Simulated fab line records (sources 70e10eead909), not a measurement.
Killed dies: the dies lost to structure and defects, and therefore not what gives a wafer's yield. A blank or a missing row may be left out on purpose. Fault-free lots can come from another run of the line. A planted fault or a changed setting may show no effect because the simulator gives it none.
The tool behind it: which one? || flow nandHarc || 13 lots with 35 wafers sampled at 6 steps, on a route of 1302 steps

## WHAT THE GAUGES READ, wafer by wafer
NHARC_A_CONTACT_INSPECT_10.
{"lot": "L374", "measured": "day 23 04:14", "on": "defectInspect-02", "rawDefectCount": "46 44 43"}
{"lot": "L375", "measured": "day 23 13:25", "on": "defectInspect-02", "rawDefectCount": "50 51 51"}
{"lot": "L377", "measured": "day 23 19:19", "on": "defectInspect-02", "rawDefectCount": "53 60 54"}
{"lot": "L376", "measured": "day 23 19:51", "on": "defectInspect-02", "rawDefectCount": "127 120 140"}
{"lot": "L379", "measured": "day 24 17:47", "on": "defectInspect-02", "rawDefectCount": "65 67 69"}
{"lot": "L380", "measured": "day 24 20:55", "on": "defectInspect-02", "rawDefectCount": "61 74 73"}
{"lot": "L382", "measured": "day 26 17:05", "on": "defectInspect-02", "rawDefectCount": "91 90 102"}
{"lot": "L383", "measured": "day 26 22:45", "on": "defectInspect-01", "rawDefectCount": "58 66 57"}
{"lot": "L384", "measured": "day 27 00:24", "on": "defectInspect-02", "rawDefectCount": "124 153 128"}
{"lot": "L385", "measured": "day 27 22:41", "on": "defectInspect-02", "rawDefectCount": "91 86 105"}
{"lot": "L391", "measured": "day 29 09:43", "on": "defectInspect-01", "rawDefectCount": "431 430"}
{"lot": "L394", "measured": "day 30 14:56", "on": "defectInspect-02", "rawDefectCount": "487 490"}
{"lot": "L396", "measured": "day 31 17:23", "on": "defectInspect-01", "rawDefectCount": "82 97 87"}

NHARC_END_SORT_01.
{"lot": "L391", "measured": "day 32 04:37", "on": "prober-01", "killedAtArray": 116, "killedAtOther": 4, "killedAtPeriphery": 4, "killedDies": 124, "killedOpen": 1, "killedShort": 4}
{"lot": "L394", "measured": "day 33 10:23", "on": "prober-01", "killedAtArray": 131, "killedAtOther": 0, "killedAtPeriphery": 6, "killedDies": 137, "killedOpen": 5, "killedShort": 6}

## WHICH TOOL RAN EACH LOT (tool, then ch and the chambers of the sampled wafers, then the start)
{"lot": "L374", "NHARC_A_CONTACT_ETCH_127": "harCapEtch-01 ch 0,1, day 22 20:47", "NHARC_A_CONTACT_STRIP_82": "rieDiel-12 ch 2,3, day 23 03:26 or earlier", "NHARC_A_CONTACT_DEP_85": "pecvd-03 ch 0,2, day 23 03:26", "NHARC_A_CONTACT_ETCH_138": "harCapEtch-01 ch 0,1, day 23 06:26"}
{"lot": "L375", "NHARC_A_CONTACT_ETCH_127": "harCapEtch-03 ch 0,1, day 23 07:34", "NHARC_A_CONTACT_STRIP_82": "rieDiel-12 ch 0,3, day 23 12:35 or earlier", "NHARC_A_CONTACT_DEP_85": "pecvd-03 ch 0,1,2, day 23 12:35", "NHARC_A_CONTACT_ETCH_138": "harCapEtch-02 ch 0,1, day 23 15:50"}
{"lot": "L377", "NHARC_A_CONTACT_ETCH_127": "harCapEtch-01 ch 0,1, day 23 13:38", "NHARC_A_CONTACT_STRIP_82": "rieDiel-12 ch 2,3, day 23 18:36 or earlier", "NHARC_A_CONTACT_DEP_85": "pecvd-02 ch 1,2, day 23 18:36", "NHARC_A_CONTACT_ETCH_138": "harCapEtch-03 ch 0,1, day 23 21:37"}
{"lot": "L376", "NHARC_A_CONTACT_ETCH_127": "harCapEtch-03 ch 0, day 23 13:43", "NHARC_A_CONTACT_STRIP_82": "rieDiel-12 ch 0,2,3, day 23 19:02 or earlier", "NHARC_A_CONTACT_DEP_85": "pecvd-02 ch 0,1, day 23 19:02", "NHARC_A_CONTACT_ETCH_138": "harCapEtch-02 ch 0,1, day 23 22:07"}
{"lot": "L379", "NHARC_A_CONTACT_ETCH_127": "harCapEtch-02 ch 0,1, day 24 12:09", "NHARC_A_CONTACT_STRIP_82": "rieDiel-03 ch 0,1,2, day 24 16:57 or earlier", "NHARC_A_CONTACT_DEP_85": "pecvd-03 ch 0,1,2, day 24 16:57", "NHARC_A_CONTACT_ETCH_138": "harCapEtch-03 ch 0,1, day 24 20:00"}
{"lot": "L380", "NHARC_A_CONTACT_ETCH_127": "harCapEtch-01 ch 0,1, day 24 15:24", "NHARC_A_CONTACT_STRIP_82": "rieDiel-12 ch 0,1,3, day 24 20:14 or earlier", "NHARC_A_CONTACT_DEP_85": "pecvd-04 ch 0,1,2, day 24 20:14", "NHARC_A_CONTACT_ETCH_138": "harCapEtch-02 ch 1, day 24 23:10"}
{"lot": "L382", "NHARC_A_CONTACT_ETCH_127": "harCapEtch-03 ch 0,1, day 26 11:29", "NHARC_A_CONTACT_STRIP_82": "rieDiel-12 ch 1,2, day 26 16:16 or earlier", "NHARC_A_CONTACT_DEP_85": "pecvd-04 ch 0,1,2, day 26 16:16", "NHARC_A_CONTACT_ETCH_138": "harCapEtch-03 ch 0,1, day 26 19:17"}
{"lot": "L383", "NHARC_A_CONTACT_ETCH_127": "harCapEtch-02 ch 0,1, day 26 13:26", "NHARC_A_CONTACT_STRIP_82": "rieDiel-03 ch 0,1,2, day 26 21:55 or earlier", "NHARC_A_CONTACT_DEP_85": "pecvd-03 ch 0,1,2, day 26 21:55", "NHARC_A_CONTACT_ETCH_138": "harCapEtch-02 ch 0,1, day 27 00:57"}
{"lot": "L384", "NHARC_A_CONTACT_ETCH_127": "harCapEtch-01 ch 0, day 26 16:42", "NHARC_A_CONTACT_STRIP_82": "rieDiel-12 ch 0,1,2, day 26 23:35 or earlier", "NHARC_A_CONTACT_DEP_85": "pecvd-04 ch 0,1, day 26 23:35", "NHARC_A_CONTACT_ETCH_138": "harCapEtch-01 ch 0,1, day 27 02:38"}
{"lot": "L385", "NHARC_A_CONTACT_ETCH_127": "harCapEtch-02 ch 0,1, day 27 16:47", "NHARC_A_CONTACT_STRIP_82": "rieDiel-06 ch 0,1, day 27 22:02 or earlier", "NHARC_A_CONTACT_DEP_85": "pecvd-04 ch 0,1,2, day 27 22:02", "NHARC_A_CONTACT_ETCH_138": "harCapEtch-01 ch 1, day 28 00:57"}
{"lot": "L391", "NHARC_A_CONTACT_ETCH_127": "harCapEtch-02 ch 0, day 29 02:50", "NHARC_A_CONTACT_STRIP_82": "rieDiel-12 ch 2, day 29 09:03 or earlier", "NHARC_A_CONTACT_DEP_85": "pecvd-04 ch 2, day 29 09:03", "NHARC_A_CONTACT_ETCH_138": "harCapEtch-02 ch 1, day 29 14:33"}
{"lot": "L394", "NHARC_A_CONTACT_ETCH_127": "harCapEtch-02 ch 1, day 30 08:30", "NHARC_A_CONTACT_STRIP_82": "rieDiel-06 ch 0, day 30 14:13 or earlier", "NHARC_A_CONTACT_DEP_85": "pecvd-04 ch 2, day 30 14:13", "NHARC_A_CONTACT_ETCH_138": "harCapEtch-02 ch 0, day 30 20:26"}
{"lot": "L396", "NHARC_A_CONTACT_ETCH_127": "harCapEtch-03 ch 0, day 31 11:41", "NHARC_A_CONTACT_STRIP_82": "rieDiel-12 ch 0,2,3, day 31 16:42 or earlier", "NHARC_A_CONTACT_DEP_85": "pecvd-02 ch 0,2, day 31 16:42", "NHARC_A_CONTACT_ETCH_138": "harCapEtch-02 ch 0,1, day 31 19:36"}
- NHARC_A_CONTACT_ETCH_127: etches the open film in C4F8/O2/Ar, time 197 s, target depth 1918 nm.
- NHARC_A_CONTACT_STRIP_82: strips in O2.
- NHARC_A_CONTACT_DEP_85: deposits SiON, target thk 60 nm.
- NHARC_A_CONTACT_ETCH_138: etches the open film in C4F8/O2/Ar, time 311 s, target depth 1914 nm.

## WHAT THE TOOLS THEMSELVES READ (means of the sampled wafers that have a number; where no wafer has one, the mark that the record gives instead)
NHARC_A_CONTACT_ETCH_127.
{"lot": "L374", "tool": "harCapEtch-01", "oesAirLineAu (a.u.)": 1.012}
{"lot": "L375", "tool": "harCapEtch-03", "oesAirLineAu (a.u.)": 1.023}
{"lot": "L377", "tool": "harCapEtch-01", "oesAirLineAu (a.u.)": 0.987}
{"lot": "L376", "tool": "harCapEtch-03", "oesAirLineAu (a.u.)": 0.995}
{"lot": "L379", "tool": "harCapEtch-02", "oesAirLineAu (a.u.)": 0.995}
{"lot": "L380", "tool": "harCapEtch-01", "oesAirLineAu (a.u.)": 0.993}
{"lot": "L382", "tool": "harCapEtch-03", "oesAirLineAu (a.u.)": 1.004}
{"lot": "L383", "tool": "harCapEtch-02", "oesAirLineAu (a.u.)": 1.014}
{"lot": "L384", "tool": "harCapEtch-01", "oesAirLineAu (a.u.)": 1.008}
{"lot": "L385", "tool": "harCapEtch-02", "oesAirLineAu (a.u.)": 1.003}
{"lot": "L391", "tool": "harCapEtch-02", "oesAirLineAu (a.u.)": 0.992}
{"lot": "L394", "tool": "harCapEtch-02", "oesAirLineAu (a.u.)": 1.017}
{"lot": "L396", "tool": "harCapEtch-03", "oesAirLineAu (a.u.)": 0.970}

NHARC_A_CONTACT_STRIP_82.
{"lot": "L374", "tool": "rieDiel-12", "drypumpMotorCurrentA (A)": 5.8, "mfcArSccm (sccm)": 0.000, "oesProductAu (a.u.)": 1.007, "rfVppV (V)": 57.7, "showerheadPlenumPTorr (Torr)": 3.42, "throttleValvePct (%)": 17.036}
{"lot": "L375", "tool": "rieDiel-12", "drypumpMotorCurrentA (A)": 5.2, "mfcArSccm (sccm)": 0.000, "oesProductAu (a.u.)": 0.984, "rfVppV (V)": 57.1, "showerheadPlenumPTorr (Torr)": 3.47, "throttleValvePct (%)": 17.038}
{"lot": "L377", "tool": "rieDiel-12", "drypumpMotorCurrentA (A)": 5.8, "mfcArSccm (sccm)": 0.000, "oesProductAu (a.u.)": 0.993, "rfVppV (V)": 57.9, "showerheadPlenumPTorr (Torr)": 3.53, "throttleValvePct (%)": 17.041}
{"lot": "L376", "tool": "rieDiel-12", "drypumpMotorCurrentA (A)": 5.5, "mfcArSccm (sccm)": 0.000, "oesProductAu (a.u.)": 0.987, "rfVppV (V)": 57.9, "showerheadPlenumPTorr (Torr)": 3.45, "throttleValvePct (%)": 17.029}
{"lot": "L379", "tool": "rieDiel-03", "drypumpMotorCurrentA (A)": 5.9, "mfcArSccm (sccm)": 0.002, "oesProductAu (a.u.)": 1.000, "rfVppV (V)": 57.8, "showerheadPlenumPTorr (Torr)": 3.50, "throttleValvePct (%)": 17.038}
{"lot": "L380", "tool": "rieDiel-12", "drypumpMotorCurrentA (A)": 5.6, "mfcArSccm (sccm)": 0.000, "oesProductAu (a.u.)": 0.987, "rfVppV (V)": 58.6, "showerheadPlenumPTorr (Torr)": 3.50, "throttleValvePct (%)": 17.039}
{"lot": "L382", "tool": "rieDiel-12", "drypumpMotorCurrentA (A)": 5.8, "mfcArSccm (sccm)": 0.000, "oesProductAu (a.u.)": 1.012, "rfVppV (V)": 57.0, "showerheadPlenumPTorr (Torr)": 3.36, "throttleValvePct (%)": 17.045}
{"lot": "L383", "tool": "rieDiel-03", "drypumpMotorCurrentA (A)": 6.0, "mfcArSccm (sccm)": 0.002, "oesProductAu (a.u.)": 0.997, "rfVppV (V)": 57.9, "showerheadPlenumPTorr (Torr)": 3.50, "throttleValvePct (%)": 17.029}
{"lot": "L384", "tool": "rieDiel-12", "drypumpMotorCurrentA (A)": 5.5, "mfcArSccm (sccm)": 0.000, "oesProductAu (a.u.)": 1.004, "rfVppV (V)": 57.7, "showerheadPlenumPTorr (Torr)": 3.39, "throttleValvePct (%)": 17.034}
{"lot": "L385", "tool": "rieDiel-06", "drypumpMotorCurrentA (A)": 5.2, "mfcArSccm (sccm)": 0.011, "oesProductAu (a.u.)": 0.999, "rfVppV (V)": 58.1, "showerheadPlenumPTorr (Torr)": 3.60, "throttleValvePct (%)": 17.033}
{"lot": "L391", "tool": "rieDiel-12", "drypumpMotorCurrentA (A)": 5.7, "mfcArSccm (sccm)": 0.000, "oesProductAu (a.u.)": 1.020, "rfVppV (V)": 57.7, "showerheadPlenumPTorr (Torr)": 3.30, "throttleValvePct (%)": 17.037}
{"lot": "L394", "tool": "rieDiel-06", "drypumpMotorCurrentA (A)": 5.5, "mfcArSccm (sccm)": 0.000, "oesProductAu (a.u.)": 0.983, "rfVppV (V)": 58.2, "showerheadPlenumPTorr (Torr)": 3.70, "throttleValvePct (%)": 17.052}
{"lot": "L396", "tool": "rieDiel-12", "drypumpMotorCurrentA (A)": 5.5, "mfcArSccm (sccm)": 0.000, "oesProductAu (a.u.)": 0.997, "rfVppV (V)": 57.4, "showerheadPlenumPTorr (Torr)": 3.43, "throttleValvePct (%)": 17.037}

NHARC_A_CONTACT_DEP_85.
{"lot": "L374", "tool": "pecvd-03", "heaterPowerW (W)": 841}
{"lot": "L375", "tool": "pecvd-03", "heaterPowerW (W)": 781}
{"lot": "L377", "tool": "pecvd-02", "heaterPowerW (W)": 737}
{"lot": "L376", "tool": "pecvd-02", "heaterPowerW (W)": 661}
{"lot": "L379", "tool": "pecvd-03", "heaterPowerW (W)": 773}
{"lot": "L380", "tool": "pecvd-04", "heaterPowerW (W)": 760}
{"lot": "L382", "tool": "pecvd-04", "heaterPowerW (W)": 732}
{"lot": "L383", "tool": "pecvd-03", "heaterPowerW (W)": 779}
{"lot": "L384", "tool": "pecvd-04", "heaterPowerW (W)": 757}
{"lot": "L385", "tool": "pecvd-04", "heaterPowerW (W)": 689}
{"lot": "L391", "tool": "pecvd-04", "heaterPowerW (W)": 747}
{"lot": "L394", "tool": "pecvd-04", "heaterPowerW (W)": 652}
{"lot": "L396", "tool": "pecvd-02", "heaterPowerW (W)": 863}

NHARC_A_CONTACT_ETCH_138.
{"lot": "L374", "tool": "harCapEtch-01", "oesAirLineAu (a.u.)": 1.016}
{"lot": "L375", "tool": "harCapEtch-02", "oesAirLineAu (a.u.)": 1.002}
{"lot": "L377", "tool": "harCapEtch-03", "oesAirLineAu (a.u.)": 1.012}
{"lot": "L376", "tool": "harCapEtch-02", "oesAirLineAu (a.u.)": 0.987}
{"lot": "L379", "tool": "harCapEtch-03", "oesAirLineAu (a.u.)": 0.994}
{"lot": "L380", "tool": "harCapEtch-02", "oesAirLineAu (a.u.)": 1.008}
{"lot": "L382", "tool": "harCapEtch-03", "oesAirLineAu (a.u.)": 0.992}
{"lot": "L383", "tool": "harCapEtch-02", "oesAirLineAu (a.u.)": 1.023}
{"lot": "L384", "tool": "harCapEtch-01", "oesAirLineAu (a.u.)": 1.016}
{"lot": "L385", "tool": "harCapEtch-01", "oesAirLineAu (a.u.)": 0.974}
{"lot": "L391", "tool": "harCapEtch-02", "oesAirLineAu (a.u.)": 1.017}
{"lot": "L394", "tool": "harCapEtch-02", "oesAirLineAu (a.u.)": 0.959}
{"lot": "L396", "tool": "harCapEtch-02", "oesAirLineAu (a.u.)": 1.008}

## THE ANSWER, worked out from the rows above alone
Rule: the lots themselves supply what counts as usual. Put in order of their means at a reading, lots are off if they are a third of the lots or fewer, leave a main group of 4 or more, and stand apart from it by a gap of 3 or more times the standard deviation of the main group's means; of several such gaps the widest counts. If all means in a main group match to the digits the tables above print for the reading, that group is not used. Also off: a lot with no number at a reading for which 4 or more lots have one. Any other lot the step has rows for is counted as sound. The gauges are gone through in route order, then the tools' own readings, and for those a lot's mean is taken as printed above. At the first step where some lot is off, the reading lying furthest off is the one used; lots without a number count as furthest.
Off: L391, L394, at NHARC_A_CONTACT_INSPECT_10 (rawDefectCount). The main group has a mean of 81 with a standard deviation of 29.
A tool fits if, at a process step before that reading, it ran every lot that is off, and no sound lot after the first of them. The gauges at NHARC_A_CONTACT_INSPECT_10 are tried like those tools. With no start given for some of its lots, NHARC_A_CONTACT_STRIP_82 uses the hours and lot order of NHARC_A_CONTACT_DEP_85. Undecided on this evidence; 2 tools fit (harCapEtch-02 at NHARC_A_CONTACT_ETCH_127, pecvd-04 at NHARC_A_CONTACT_DEP_85).

## WHAT THE SIMULATOR HAD INSERTED
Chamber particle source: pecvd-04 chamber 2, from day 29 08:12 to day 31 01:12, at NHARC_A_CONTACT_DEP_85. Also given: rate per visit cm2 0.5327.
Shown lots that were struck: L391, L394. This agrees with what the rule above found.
